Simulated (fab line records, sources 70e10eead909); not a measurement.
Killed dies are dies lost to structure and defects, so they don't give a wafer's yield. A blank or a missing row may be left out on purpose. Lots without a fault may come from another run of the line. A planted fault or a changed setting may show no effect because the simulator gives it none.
fab line records | flow nand_harc
record lots=6 wafers=18 last_day=33
route steps=1302 shown A_CONTACT@995 END@1302
lots that met no fault: from a run of the same line without faults
start_h: hours from the record's first day to the start of the lot's first wafer shown | wait_h: hours since the lot's step before | " the same as in the row above | L1.1+2: a row that stands for several wafers | - no value, or no start given | * or withheld: withheld | < > ~ a bound
route shown NAME@n: a module of which the file shows steps, and the number in the route of the first | usual: mean/standard deviation of fault-free wafers | same: alike in all rows | chamber/n: place in a boat | sites: the reading at each site | _std_site: their standard deviation | _edge_site: outer sites' mean less inner sites' | radius_mm: how far each site lies from the wafer's centre | mask NAME#n: copy n | behind: the tool/chamber that last shaped the wafer | hold: why the lot was held/for how many hours/how that ended | device: the transistor (n, p or np) that didn't switch | end of line: the same wafers' tests at the end of the route | a step without rows: its recipe alone | killed: dies lost to structure and defects at the first sort, not the wafer's yield | map: a wafer's dies, x killed, . not, _ none there
set.NAME: the setting as run; set.NAME@STEP: as run at that earlier step | model.NAME: the simulator's own value behind a step, which no gauge read
lots at some steps of the route; a table a step, a row a wafer
services: from which hour (start_h, from the record's first day; less than 0 if before it) a tool's chamber was out of use, for how many hours, and why
## steps
# step NHARC_A_CONTACT_PEB_40
# recipe peb_temp_c=100 peb_time_s=65
# step NHARC_A_CONTACT_DEVELOP_41
# recipe develop_time_s=35 dev_temp_c=23
# step NHARC_A_CONTACT_CD_MEAS_42
# recipe target_cd_nm=300 landing_energy_ev=500
# usual cd_nm=300.1/0.47
# columns lot.wafer tool chamber start_h wait_h cd_nm
L151.2 cd_sem-02 0 593.96 - 300.1
L151.3 " 0 " " 300.0
L151.4 " 0 " " 299.5
L152.2 cd_sem-03 0 605.13 - 300.3
L152.3 " 0 " " 299.8
L152.6 " 0 " " 299.7
L153.2 cd_sem-03 0 626.42 - 300.1
L153.3 " 0 " " 299.9
L153.5 " 0 " " 300.7
L160.2 cd_sem-02 0 693.69 - 300.1
L160.3 " 0 " " 300.6
L160.6 " 0 " " 300.1
L163.1 cd_sem-02 0 702.83 - 300.2
L163.3 " 0 " " 300.8
L163.4 " 0 " " 300.1
L161.3 cd_sem-03 0 703.24 - 299.9
L161.5 " 0 " " 300.0
L161.6 " 0 " " 299.6
# step NHARC_A_CONTACT_OVL_MEAS_43
# usual overlay_x_nm=-0.1/0.7 overlay_y_nm=0.0/0.79
# columns lot.wafer tool chamber start_h wait_h overlay_x_nm overlay_y_nm
L151.2 overlay-02 - 594.04 - -1.0 1.1
L151.3 " - " " -0.4 0.8
L151.4 " - " " -0.3 0.6
L152.2 overlay-01 - 605.21 - 0.3 -0.9
L152.3 " - " " 0.3 -0.8
L152.6 " - " " 0.4 -1.3
L153.2 overlay-01 - 626.52 - -0.4 -0.2
L153.3 " - " " -0.8 -0.3
L153.5 " - " " 0.3 0.0
L160.2 overlay-01 - 693.78 - -0.6 0.6
L160.3 " - " " -0.9 0.8
L160.6 " - " " -0.5 0.7
L163.1 overlay-02 - 702.92 - 0.0 -0.8
L163.3 " - " " 0.2 -1.0
L163.4 " - " " -0.6 -1.4
L161.3 overlay-02 - 703.32 - -1.9 1.0
L161.5 " - " " -1.8 0.3
L161.6 " - " " -1.6 0.6
# step NHARC_A_CONTACT_INSPECT_44
# usual raw_defect_count=78/28
# columns lot.wafer tool chamber start_h wait_h raw_defect_count
L151.2 defect_inspect-01 - 594.08 0.0 31
L151.3 " - " " 34
L151.4 " - " " 36
L152.2 defect_inspect-02 - 605.25 0.0 72
L152.3 " - " " 99
L152.6 " - " " 90
L153.2 defect_inspect-01 - 626.56 0.0 104
L153.3 " - " " 81
L153.5 " - " " 87
L160.2 defect_inspect-01 - 693.81 0.0 63
L160.3 " - " " 65
L160.6 " - " " 70
L163.1 defect_inspect-01 - 702.96 0.0 132
L163.3 " - " " 126
L163.4 " - " " 107
L161.3 defect_inspect-01 - 703.36 0.0 15
L161.5 " - " " 12
L161.6 " - " " 14
# step NHARC_A_CONTACT_DESCUM_47
# recipe time_s=3 o2_flow_sccm=200 ar_flow_sccm=0 bias_power_w=0 chemistry=O2
# usual drypump_motor_current_A=5.8/0.39 oes_product_au=0.999/0.0074 rf_vpp_V=57.7/0.85 showerhead_plenum_p_Torr=1.92/0.083 throttle_valve_pct=11.310/0.0094
# columns lot.wafer tool chamber start_h wait_h drypump_motor_current_A oes_product_au rf_hours_counter_h rf_vpp_V showerhead_plenum_p_Torr throttle_valve_pct
L151.3 rie_diel-07 3 594.14 0.1 6.3 1.002 30 58.2 1.98 11.307
L151.4 " 0 " " 5.0 1.009 31 56.6 1.77 11.314
L151.2 " 1 " " 6.1 0.994 35 56.8 1.88 11.315
L152.3 rie_diel-05 3 605.31 0.1 6.1 1.006 2 56.8 1.89 11.305
L152.2 " 0 " " 6.4 0.993 2 57.3 2.02 11.320
L152.6 " 0 " " 6.4 0.998 - 58.5 2.02 11.307
L153.2 rie_diel-05 3 626.62 0.1 6.1 1.004 11 58.0 1.89 11.313
L153.3 " 2 " " 6.2 1.000 12 58.2 1.83 11.299
L153.5 " 0 " " 6.4 0.998 - 58.1 2.01 11.304
L160.2 rie_diel-07 2 693.87 0.1 5.5 1.008 8 56.6 1.85 11.322
L160.3 " 1 " " 6.1 0.997 9 56.6 1.87 11.324
L160.6 " 3 " " 6.3 0.995 - 58.5 1.97 11.325
L163.1 rie_diel-01 2 703.02 0.1 5.8 1.010 15 58.2 1.88 11.312
L163.4 " 0 " " 6.1 0.992 17 56.6 2.02 11.296
L163.3 " 1 " " 5.9 1.000 17 56.6 1.99 11.313
L161.3 rie_diel-01 2 703.44 0.1 5.9 1.003 15 57.6 1.88 11.308
L161.6 " 0 " " 6.1 0.991 - 57.9 2.03 11.310
L161.5 " 1 " " 5.9 1.003 - 58.4 1.99 11.319
# step NHARC_A_CONTACT_ETCH_48
# recipe target_depth_a=390 over_etch_frac=0.3 time_s=65 ion_energy_ev=80 cf4_flow_sccm=150 ar_flow_sccm=0 rf_w=300 bias_w=100 chemistry=CF4
# step NHARC_A_CONTACT_ETCH_49
# recipe target_depth_a=2600 over_etch_frac=0.3 time_s=475.3 ion_energy_ev=200 n2_flow_sccm=150 h2_flow_sccm=150 ar_flow_sccm=0 rf_w=400 bias_w=150 chemistry=N2/H2
# usual drypump_motor_current_A=5.8/0.39 h2_flow_sccm=150.0/0.43 oes_product_au=0.998/0.0083 rf_vpp_V=430.6/2.7 showerhead_plenum_p_Torr=2.04/0.091 throttle_valve_pct=14.173/0.0092
# columns lot.wafer tool chamber start_h wait_h drypump_motor_current_A h2_flow_sccm oes_product_au rf_hours_counter_h rf_vpp_V showerhead_plenum_p_Torr throttle_valve_pct
L151.3 rie_diel-07 0 - - 5.0 150.3 1.003 32 425.9 1.88 14.163
L151.2 " 1 " " 6.0 150.5 0.999 35 429.0 2.01 14.176
L151.4 " 2 " " 5.5 149.7 0.991 34 428.5 1.99 14.170
L152.3 rie_diel-05 0 - - 6.4 150.3 0.990 3 434.0 2.15 14.169
L152.2 " 2 " " 6.2 150.0 0.996 2 427.5 1.95 14.170
L152.6 " 0 " " 6.4 149.1 0.995 - 431.7 2.15 14.182
L153.3 rie_diel-05 3 - - 6.1 150.2 1.003 11 429.1 2.01 14.169
L153.2 " 1 " " 5.5 149.4 0.996 13 430.0 2.00 14.157
L153.5 " 2 " " 6.2 151.3 0.998 - 427.9 1.95 14.179
L160.3 rie_diel-07 2 - - 5.6 150.2 0.997 8 427.3 1.98 14.160
L160.2 " 3 " " 6.3 150.4 0.999 9 433.4 2.10 14.175
L160.6 " 2 " " 5.5 150.1 1.017 - 429.6 1.98 14.170
L163.4 rie_diel-01 1 - - 5.9 150.1 0.995 17 432.7 2.12 14.188
L163.1 " 2 " " 5.9 149.5 1.007 15 430.3 2.00 14.177
L163.3 " 3 " " 5.7 149.5 1.004 18 427.4 1.95 14.172
L161.3 rie_diel-01 1 - - 5.9 150.4 0.989 18 432.2 2.12 14.187
L161.6 " 2 " " 5.9 149.7 0.998 - 430.2 2.00 14.178
L161.5 " 3 " " 5.7 149.9 1.011 - 427.6 1.95 14.181
# step NHARC_A_CONTACT_ETCH_50
# recipe target_depth_a=1210 time_s=60.5 cf4_flow_sccm=100 chf3_flow_sccm=30 ar_flow_sccm=0 rf_w=500 bias_w=200 chemistry=CF4/CHF3
# step NHARC_A_CONTACT_ETCH_51
# recipe target_depth_a=70000 over_etch_frac=0.3 time_s=1820 ion_energy_ev=150 o2_flow_sccm=400 cos_flow_sccm=20 ar_flow_sccm=0 rf_w=500 bias_w=300 chemistry=O2/COS
# step NHARC_A_CONTACT_ETCH_111
# recipe source_w=withheld pressure_mtorr=20 bias_v=withheld time_s=140 target_depth_a=7000 ar_flow_sccm=withheld c4f8_flow_sccm=withheld o2_flow_sccm=withheld chemistry=C4F8/O2/Ar
# step NHARC_A_CONTACT_ETCH_112
# recipe source_w=withheld pressure_mtorr=20 bias_v=3000 time_s=190 target_depth_a=18500 ar_flow_sccm=withheld c4f8_flow_sccm=withheld o2_flow_sccm=withheld chemistry=C4F8/O2/Ar
# step NHARC_A_CONTACT_ETCH_113
# recipe source_w=withheld pressure_mtorr=20 bias_v=3000 time_s=190 target_depth_a=18500 ar_flow_sccm=withheld c4f8_flow_sccm=withheld o2_flow_sccm=withheld chemistry=C4F8/O2/Ar
# usual oes_air_line_au=1.004/0.021
# columns lot.wafer tool chamber start_h wait_h oes_air_line_au rf_hours_counter_h
L151.2 har_cap_etch-01 1 596.49 0.2 0.990 11
L151.3 " 1 " " 1.014 -
L151.4 " 0 " " 1.009 -
L152.2 har_cap_etch-03 0 607.53 0.1 1.039 61
L152.3 " 0 " " 1.010 -
L152.6 " 0 " " 1.035 -
L153.2 har_cap_etch-03 1 628.92 0.1 1.007 66
L153.3 " 0 " " 0.993 -
L153.5 " 0 " " 0.985 -
L160.2 har_cap_etch-01 1 696.10 0.1 0.993 28
L160.3 " 1 " " 1.024 -
L160.6 " 1 " " 1.020 -
L163.1 har_cap_etch-03 1 705.41 0.1 1.022 80
L163.3 " 0 " " 0.966 -
L163.4 " 1 " " 1.003 -
L161.3 har_cap_etch-01 1 706.35 0.1 1.008 -
L161.6 " 0 " " 1.034 -
L161.5 " 1 " " 1.008 -
# step NHARC_A_CONTACT_ETCH_114
# recipe source_w=withheld pressure_mtorr=20 bias_v=3000 time_s=190 target_depth_a=18500 ar_flow_sccm=withheld c4f8_flow_sccm=withheld o2_flow_sccm=withheld chemistry=C4F8/O2/Ar
# usual oes_air_line_au=0.998/0.022
# columns lot.wafer tool chamber start_h wait_h oes_air_line_au rf_hours_counter_h
L151.2 har_cap_etch-01 1 596.72 0.2 1.017 11
L151.3 " 1 " " 0.981 -
L151.4 " 0 " " 0.969 -
L152.2 har_cap_etch-03 0 607.70 0.1 0.979 61
L152.3 " 0 " " 0.990 -
L152.6 " 0 " " 0.979 -
L153.2 har_cap_etch-03 1 629.09 0.1 0.989 66
L153.3 " 0 " " 0.982 -
L153.5 " 0 " " 1.017 -
L160.2 har_cap_etch-01 1 696.26 0.1 0.990 28
L160.3 " 1 " " 0.971 -
L160.6 " 1 " " 1.000 -
L163.1 har_cap_etch-03 1 705.58 0.1 1.030 80
L163.3 " 0 " " 0.973 -
L163.4 " 1 " " 1.021 -
L161.3 har_cap_etch-01 1 706.52 0.1 1.021 -
L161.6 " 0 " " 0.976 -
L161.5 " 1 " " 0.990 -
# step NHARC_A_CONTACT_ETCH_115
# recipe source_w=withheld pressure_mtorr=20 bias_v=3000 time_s=190 target_depth_a=18500 ar_flow_sccm=withheld c4f8_flow_sccm=withheld o2_flow_sccm=withheld chemistry=C4F8/O2/Ar
# step NHARC_A_CONTACT_ETCH_116
# recipe source_w=withheld pressure_mtorr=20 bias_v=3000 time_s=190 target_depth_a=18500 ar_flow_sccm=withheld c4f8_flow_sccm=withheld o2_flow_sccm=withheld chemistry=C4F8/O2/Ar
# step NHARC_A_CONTACT_ETCH_117
# recipe source_w=withheld pressure_mtorr=20 bias_v=3000 time_s=190 target_depth_a=18500 ar_flow_sccm=withheld c4f8_flow_sccm=withheld o2_flow_sccm=withheld chemistry=C4F8/O2/Ar
# step NHARC_A_CONTACT_ETCH_118
# recipe source_w=withheld pressure_mtorr=20 bias_v=3000 time_s=190 target_depth_a=18500 ar_flow_sccm=withheld c4f8_flow_sccm=withheld o2_flow_sccm=withheld chemistry=C4F8/O2/Ar
# step NHARC_A_CONTACT_ETCH_119
# recipe source_w=withheld pressure_mtorr=20 bias_v=3000 time_s=190 target_depth_a=18500 ar_flow_sccm=withheld c4f8_flow_sccm=withheld o2_flow_sccm=withheld chemistry=C4F8/O2/Ar
# usual oes_air_line_au=0.999/0.019
# columns lot.wafer tool chamber start_h wait_h oes_air_line_au rf_hours_counter_h
L151.2 har_cap_etch-01 1 597.86 0.2 0.987 12
L151.3 " 1 " " 0.977 -
L151.4 " 0 " " 1.012 -
L152.2 har_cap_etch-03 0 608.56 0.1 0.991 62
L152.3 " 0 " " 0.991 -
L152.6 " 0 " " 0.988 -
L153.2 har_cap_etch-03 1 629.94 0.1 0.974 67
L153.3 " 0 " " 1.019 -
L153.5 " 0 " " 0.989 -
L160.2 har_cap_etch-01 1 697.12 0.1 0.950 29
L160.3 " 1 " " 0.959 -
L160.6 " 1 " " 1.009 -
L163.1 har_cap_etch-03 1 706.43 0.1 1.007 81
L163.3 " 0 " " 1.022 -
L163.4 " 1 " " 0.990 -
L161.3 har_cap_etch-01 1 707.38 0.1 1.046 -
L161.6 " 0 " " 1.003 -
L161.5 " 1 " " 1.022 -
# step NHARC_A_CONTACT_ETCH_120
# recipe source_w=withheld pressure_mtorr=20 bias_v=3000 time_s=190 target_depth_a=18500 ar_flow_sccm=withheld c4f8_flow_sccm=withheld o2_flow_sccm=withheld chemistry=C4F8/O2/Ar
# step NHARC_A_CONTACT_ETCH_121
# recipe source_w=withheld pressure_mtorr=20 bias_v=3000 time_s=190 target_depth_a=18500 ar_flow_sccm=withheld c4f8_flow_sccm=withheld o2_flow_sccm=withheld chemistry=C4F8/O2/Ar
# step NHARC_A_CONTACT_ETCH_122
# recipe source_w=withheld pressure_mtorr=20 bias_v=3000 time_s=190 target_depth_a=18500 ar_flow_sccm=withheld c4f8_flow_sccm=withheld o2_flow_sccm=withheld chemistry=C4F8/O2/Ar
# step NHARC_A_CONTACT_ETCH_123
# recipe source_w=withheld pressure_mtorr=20 bias_v=400 time_s=490 target_depth_a=21100 ar_flow_sccm=withheld c4f8_flow_sccm=11.5 o2_flow_sccm=7.2 chemistry=C4F8/O2/Ar
# step NHARC_A_CONTACT_ETCH_90
# recipe target_depth_a=400 over_etch_frac=0.5 time_s=85.7 ion_energy_ev=120 ch3f_flow_sccm=50 o2_flow_sccm=30 ar_flow_sccm=200 rf_w=500 bias_w=100 chemistry=CH3F/O2
# step NHARC_A_CONTACT_ETCH_96
# recipe target_depth_a=200 over_etch_frac=0.5 time_s=10 ion_energy_ev=250 c4f6_flow_sccm=25 o2_flow_sccm=20 ar_flow_sccm=500 rf_w=600 bias_w=500 chemistry=C4F6/O2
# step NHARC_A_CONTACT_CD_MEAS_53
# usual cd_nm=289.7/0.58
# columns lot.wafer tool chamber start_h wait_h cd_nm
L151.2 cd_sem-02 - 600.15 - 289.7
L151.3 " - " " 289.1
L151.4 " - " " 289.4
L152.2 cd_sem-03 - 610.41 - 288.9
L152.3 " - " " 289.7
L152.6 " - " " 288.8
L153.2 cd_sem-03 - 631.83 - 289.8
L153.3 " - " " 290.5
L153.5 " - " " 290.5
L160.2 cd_sem-02 - 698.96 - 289.8
L160.3 " - " " 289.4
L160.6 " - " " 289.6
L163.1 cd_sem-02 - 708.27 - 289.5
L163.3 " - " " 289.9
L163.4 " - " " 289.6
L161.3 cd_sem-03 - 709.18 - 289.7
L161.5 " - " " 289.0
L161.6 " - " " 289.7
# step NHARC_A_CONTACT_STRIP_99
# recipe n2_flow_sccm=150 h2_flow_sccm=150 ar_flow_sccm=0 bias_w=0 chemistry=N2/H2
# step NHARC_A_CONTACT_STRIP_100
# recipe cf4_flow_sccm=100 chf3_flow_sccm=30 ar_flow_sccm=0 bias_w=0 chemistry=CF4/CHF3
# step NHARC_A_CONTACT_STRIP_101
# recipe o2_flow_sccm=400 cos_flow_sccm=20 ar_flow_sccm=0 bias_w=0 chemistry=O2/COS
# step NHARC_A_CONTACT_ETCH_102
# recipe target_depth_a=1000 overetch_a=100 time_s=55 ion_energy_ev=100 cf4_flow_sccm=80 o2_flow_sccm=20 ar_flow_sccm=0 rf_w=300 bias_w=100 chemistry=CF4/O2
# step NHARC_A_CONTACT_STRIP_55
# recipe o2_flow_sccm=500 ar_flow_sccm=0 bias_w=0 chemistry=O2
# step NHARC_A_CONTACT_STRIP_56
# recipe time_s=600 temp_c=30 chemistry=post_etch_residue_remover
# step NHARC_A_CONTACT_DEP_57
# recipe target_thk_a=53000 temp_c=400 material=aC
# usual throttle_valve_pct=35.001/0.0093
# columns lot.wafer tool chamber start_h wait_h throttle_valve_pct
L151.2 acl_dep-02 0 601.64 - 34.997
L151.3 " 0 " " 35.001
L151.4 " 0 " " 34.986
L152.2 acl_dep-01 0 613.45 - 34.996
L152.3 " 0 " " 35.000
L152.6 " 0 615.59 - 35.017
L153.2 acl_dep-01 0 635.65 - 35.000
L153.3 " 0 " " 34.995
L153.5 " 0 637.22 - 34.998
L160.2 acl_dep-02 0 702.60 - 35.010
L160.3 " 0 " " 34.984
L160.6 " 0 704.75 - 35.021
L163.1 acl_dep-01 0 709.23 - 35.006
L163.3 " 0 710.30 - 35.008
L163.4 " 0 " " 34.973
L161.3 acl_dep-02 0 711.22 - 34.997
L161.5 " 0 712.31 - 34.986
L161.6 " 0 " " 35.008
# step NHARC_A_CONTACT_DEP_58
# recipe target_thk_a=900 target_thk_nm=90 temp_c=400 pressure_torr=3.5 flow_sccm=200 rf_w=350 material=SiON
# step NHARC_A_CONTACT_DEHYDRATE_59
# recipe temp_c=150 time_s=120
# step NHARC_A_CONTACT_HMDS_60
# recipe time_s=30
# step NHARC_A_CONTACT_COAT_61
# recipe temp_c=260 time_s=75
# step NHARC_A_CONTACT_COAT_62
# recipe temp_c=225 time_s=65
# step NHARC_A_CONTACT_COAT_63
# recipe spin_rpm=1500 resist_thk_nm=90
# step NHARC_A_CONTACT_SOFTBAKE_64
# recipe temp_c=105 time_s=55
# step NHARC_A_CONTACT_EBR_65
# step NHARC_A_CONTACT_EXPOSE_66
# recipe na=1.35 sigma_outer=0.8 dose_mj=59.02 mask_id=A_CC_2
# step NHARC_END_SORT_01
# recipe temp_c=25
# usual killed_at_array=50/14 killed_at_other=0.9/1 killed_at_periphery=3.9/2.5 killed_dies=55/15 killed_open=3.5/1.9 killed_short=2.5/1.7
# same gross_dies=677
# columns lot.wafer tool chamber start_h wait_h killed_at_array killed_at_other killed_at_periphery killed_dies killed_open killed_short
L151.2 prober-02 0 664.47 2.8 35 1 3 39 3 4
L151.3 prober-02 0 665.27 3.1 44 0 1 45 0 7
L151.4 prober-02 0 666.07 3.4 39 0 1 40 3 5
L152.2 prober-01 0 680.10 2.8 40 0 7 47 6 3
L152.3 prober-01 0 680.91 3.1 49 0 5 54 4 3
L152.6 prober-01 0 683.33 4.0 45 0 6 51 5 2
L153.2 prober-02 0 703.77 2.8 69 0 2 71 4 2
L153.3 prober-02 0 704.57 3.1 56 0 1 57 8 2
L153.5 prober-02 0 706.18 3.7 62 1 3 66 5 3
L160.2 prober-01 0 771.50 2.8 138 0 5 143 0 1
L160.3 prober-01 0 772.30 3.1 144 0 6 150 3 1
L160.6 prober-01 0 774.70 4.0 145 2 4 151 5 1
L163.1 prober-02 0 775.88 2.5 81 0 8 89 7 2
L163.3 prober-02 0 777.50 3.1 76 1 4 81 3 1
L163.4 prober-02 0 778.30 3.4 57 0 5 62 4 2
L161.3 prober-01 0 780.06 3.1 102 0 4 106 3 4
L161.5 prober-01 0 781.64 3.7 99 1 6 106 2 0
L161.6 prober-01 0 782.44 4.0 119 2 4 125 7 1
# killed by level:class
L151.2 A_CHANNEL_HOLE_D2:chamber_film_flake=12 A_CONTACT:chamber_film_flake=5 A_CHANNEL_HOLE_D1:chamber_film_flake=4 A_BLC:chamber_film_flake=4 A_CHANNEL_FILL_D1:chamber_film_flake=2 P_M1:geometric_particle:open=1 P_M2:geometric_particle:open=1 A_ONON_D2:geometric_particle:open=1
L151.3 A_CHANNEL_HOLE_D2:chamber_film_flake=16 A_CHANNEL_HOLE_D1:chamber_film_flake=7 A_BLC:chamber_film_flake=6 A_WL_FILL:geometric_particle:short=5 A_CONTACT:chamber_film_flake=5 A_STAIRCASE:chamber_film_flake=2 A_ONON_D1:geometric_particle:short=1 A_ONON_D2:geometric_particle:short=1
L151.4 A_CHANNEL_HOLE_D2:chamber_film_flake=16 A_CHANNEL_HOLE_D1:chamber_film_flake=5 A_STAIRCASE:chamber_film_flake=4 A_CONTACT:chamber_film_flake=3 A_CHANNEL_FILL_D1:geometric_particle:short=2 A_CHANNEL_FILL_D1:chamber_film_flake=2 A_BLC:chamber_film_flake=2 P_CONTACT:geometric_particle:short=1
L152.2 A_CHANNEL_HOLE_D1:chamber_film_flake=15 A_CHANNEL_HOLE_D2:chamber_film_flake=7 A_SGD_CUT:chamber_film_flake=5 A_CONTACT:chamber_film_flake=3 P_GATE:chamber_film_flake=2 P_BONDPAD:chamber_film_flake=2 A_WL_FILL:chamber_film_flake=2 P_CONTACT:geometric_particle:short=1
L152.3 A_CHANNEL_HOLE_D1:chamber_film_flake=17 A_CHANNEL_HOLE_D2:chamber_film_flake=12 A_SGD_CUT:chamber_film_flake=6 A_CONTACT:chamber_film_flake=4 P_GATE:chamber_film_flake=3 A_WL_FILL:geometric_particle:open=2 P_BONDPAD:chamber_film_flake=2 A_STAIRCASE:chamber_film_flake=2
L152.6 A_CHANNEL_HOLE_D1:chamber_film_flake=15 A_CHANNEL_HOLE_D2:chamber_film_flake=12 A_SGD_CUT:chamber_film_flake=5 P_BONDPAD:chamber_film_flake=3 A_ZERO_WELL:chamber_film_flake=2 A_CONTACT:chamber_film_flake=2 P_M0:geometric_particle:open=1 P_M2:geometric_particle:open=1
L153.2 A_CHANNEL_HOLE_D1:chamber_film_flake=26 A_CHANNEL_HOLE_D2:chamber_film_flake=22 A_STAIRCASE:chamber_film_flake=6 A_CONTACT:chamber_film_flake=4 A_BONDPAD:chamber_film_flake=4 A_DECK1_JOINT:chamber_film_flake=2 P_STI:geometric_particle:short=1 P_M0:geometric_particle:open=1
L153.3 A_CHANNEL_HOLE_D2:chamber_film_flake=22 A_CHANNEL_HOLE_D1:chamber_film_flake=13 A_SLIT:chamber_film_flake=4 A_STAIRCASE:chamber_film_flake=3 A_ONON_D2:geometric_particle:short=2 A_CHANNEL_FILL_D2:geometric_particle:open=2 A_BONDPAD:chamber_film_flake=2 P_M0:geometric_particle:open=1
L153.5 A_CHANNEL_HOLE_D1:chamber_film_flake=28 A_CHANNEL_HOLE_D2:chamber_film_flake=14 A_CONTACT:chamber_film_flake=5 A_STAIRCASE:chamber_film_flake=3 A_BONDPAD:chamber_film_flake=3 A_SLIT:chamber_film_flake=2 P_M0:geometric_particle:open=1 A_SOURCE_PLATE:geometric_particle:open=1
L160.2 A_CONTACT:unspecified=94 A_CHANNEL_HOLE_D2:chamber_film_flake=23 A_CHANNEL_HOLE_D1:chamber_film_flake=11 P_CONTACT:chamber_film_flake=5 A_SLIT:chamber_film_flake=3 A_CONTACT:chamber_film_flake=2 A_CHANNEL_FILL_D2:geometric_particle:short=1 A_ZERO_WELL:chamber_film_flake=1
L160.3 A_CONTACT:unspecified=95 A_CHANNEL_HOLE_D2:chamber_film_flake=25 A_CHANNEL_HOLE_D1:chamber_film_flake=10 A_CONTACT:chamber_film_flake=5 P_CONTACT:chamber_film_flake=3 A_SLIT:chamber_film_flake=3 P_GATE:geometric_particle:open=1 A_SOURCE_PLATE:geometric_particle:short=1
L160.6 A_CONTACT:unspecified=92 A_CHANNEL_HOLE_D2:chamber_film_flake=24 A_CHANNEL_HOLE_D1:chamber_film_flake=13 A_CONTACT:chamber_film_flake=4 A_WL_FILL:chamber_film_flake=3 P_M0:geometric_particle:open=2 A_ONON_D1:geometric_particle:open=2 P_CONTACT:chamber_film_flake=2
L163.1 A_CHANNEL_HOLE_D2:chamber_film_flake=27 A_SLIT:chamber_film_flake=26 A_CHANNEL_HOLE_D1:chamber_film_flake=11 P_BONDPAD:chamber_film_flake=5 A_WL_FILL:chamber_film_flake=4 A_SGD_CUT:geometric_particle:open=2 P_STI:chamber_film_flake=2 A_STAIRCASE:chamber_film_flake=2
L163.3 A_SLIT:chamber_film_flake=24 A_CHANNEL_HOLE_D2:chamber_film_flake=23 A_CHANNEL_HOLE_D1:chamber_film_flake=13 A_STAIRCASE:chamber_film_flake=6 P_BONDPAD:chamber_film_flake=3 A_CONTACT:chamber_film_flake=3 A_BLC:geometric_particle:open=2 A_CHANNEL_FILL_D1:geometric_particle:short=1
L163.4 A_SLIT:chamber_film_flake=20 A_CHANNEL_HOLE_D1:chamber_film_flake=17 A_CHANNEL_HOLE_D2:chamber_film_flake=12 A_DECK1_JOINT:geometric_particle:open=2 P_BONDPAD:chamber_film_flake=2 A_STAIRCASE:chamber_film_flake=2 P_CONTACT:geometric_particle:open=1 P_M0:geometric_particle:short=1
L161.3 A_CONTACT:unspecified=90 A_SLIT:chamber_film_flake=3 P_CONTACT:chamber_film_flake=2 A_STAIRCASE:chamber_film_flake=2 P_STI:geometric_particle:short=1 A_ONON_D1:geometric_particle:open=1 A_ONON_D1:geometric_particle:short=1 A_CHANNEL_FILL_D1:geometric_particle:short=1
L161.5 A_CONTACT:unspecified=89 A_SLIT:chamber_film_flake=3 A_STAIRCASE:chamber_film_flake=3 P_CONTACT:chamber_film_flake=2 A_CONTACT:chamber_film_flake=2 P_M0:geometric_particle:open=1 A_BLC:geometric_particle:open=1 P_STI:chamber_film_flake=1
L161.6 A_CONTACT:unspecified=93 A_SLIT:chamber_film_flake=6 A_CONTACT:chamber_film_flake=4 A_STAIRCASE:chamber_film_flake=3 A_ONON_D2:geometric_particle:open=2 A_CHANNEL_FILL_D2:geometric_particle:open=2 P_M2:chamber_film_flake=2 A_CHANNEL_FILL_D1:chamber_film_flake=2
# map L160.6 (x killed, . not)
____________.____________
_________......._________
_______..........._______
______.............______
_____..............._____
____.................____
____.................____
___...................___
___...................___
__.....................__
__...................x.__
_............x.........._
_................x......_
_.......x..........x...._
_...x..................._
_.x...........x.xx......_
..x......................
......x..................
........x.x..............
......xxxxx..............
.....xxxxxxxx............
_...xxxxxxxx.x...x......_
_.xx.xxxxxxxx....x....x._
_.x.xxxxxxxx.x....x.xx.._
_..xxxxxxxxxx...xxxxx..x_
_....xxxxxxx.....xx.x..x_
__x.xxxxxxxxx...x.xxxx.__
__..xxxxxxxx....x.xxxx.__
___..x.xxxx.x....xxxxx___
___x.x.xxx.......xx.xx___
____..xxxx...x..xxx.x____
____..x............xx____
_____x.............x_____
______.............______
_______..........._______
_________......._________
____________.____________
# map L161.6 (x killed, . not)
____________.____________
_________......._________
_______..........._______
______.............______
_____..............._____
____............x....____
____............x....____
___x....x.............___
___.......x..........x___
__.....................__
__...x.................__
_x................x....._
_..............x..xxx..._
_................xxxxxxx_
_.......x......xxxxxxxxx_
_................xxxxxxx_
.x..............xxxxxxxx.
................xxxxxxxx.
...............xxxxxxxxxx
...............xxxxxxxxxx
..xx...........xxxxxxxxxx
_..x..........x..xxxxxx._
_...............xxxxx.x._
_..............x..xxxx.._
_.................xxx.x._
_..x...x.x.............._
__...............x.....__
__....x......x..x.x....__
___.....x.......x..x..___
___.............xx....___
____..............x..____
____.x...........x...____
_____..............._____
______.............______
_______..........._______
_________......._________
____________.____________
## services
# columns tool chamber start_h hours kind
rie_diel-07 0 582.22 - clean
rie_diel-07 1 582.22 - clean
rie_diel-07 2 582.22 - clean
rie_diel-07 3 582.22 - clean
rie_diel-05 - 586.10 9.0 pm
rie_diel-05 0 586.10 9.0 vent_cycle
rie_diel-05 1 586.10 9.0 vent_cycle
rie_diel-05 2 586.10 9.0 vent_cycle
rie_diel-05 3 586.10 9.0 vent_cycle
rie_diel-01 0 591.83 - clean
rie_diel-01 1 591.83 - clean
rie_diel-01 2 591.83 - clean
rie_diel-01 3 591.83 - clean
rie_diel-05 0 595.10 - clean
rie_diel-05 0 595.10 - consumable_replace:focus_ring
rie_diel-05 1 595.10 - clean
acl_dep-02 - 607.54 13.0 pm
rie_diel-01 - 619.30 36.6 repair
har_cap_etch-01 - 648.89 25.2 repair
rie_diel-07 - 649.66 9.0 pm
rie_diel-05 3 662.16 5.9 repair
rie_diel-07 3 662.54 3.8 repair
rie_diel-05 3 670.92 15.3 repair
rie_diel-07 2 710.79 8.1 repair
## key
first_sign step=NHARC_END_SORT_01 reading=killed_at_array direction=up sigmas=5.3 usual=50 struck=124
effect step=NHARC_END_SORT_01 reading=killed_dies direction=up sigmas=5.2 usual=55 struck=130
more_kills_born_at NHARC_A_CONTACT_ETCH_113@har_cap_etch-01=553
met_at NHARC_A_CONTACT_ETCH_113
struck_wafers L160.2,L160.3,L160.6,L161.3,L161.5,L161.6
tester_left_out L160,L161
onset_between 596.49 696.10
also_fits NHARC_A_CONTACT_ETCH_114:har_cap_etch-01,NHARC_A_CONTACT_ETCH_119:har_cap_etch-01,NHARC_A_CONTACT_DEP_57:acl_dep-02
fault kind=chamber_particle_source tool=har_cap_etch-01 chamber=- onset_h=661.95 steps=NHARC_A_CONTACT_ETCH_113 rate_per_visit_cm2=1.0157 end_h=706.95
# tester_left_out: of these lots the tester's yield and bins aren't shown, on N5 and GAA mostly nor the transistor test; their killed dies are dies lost to structure and defects alone, not to doping, threshold or leakage, so they don't give the yield
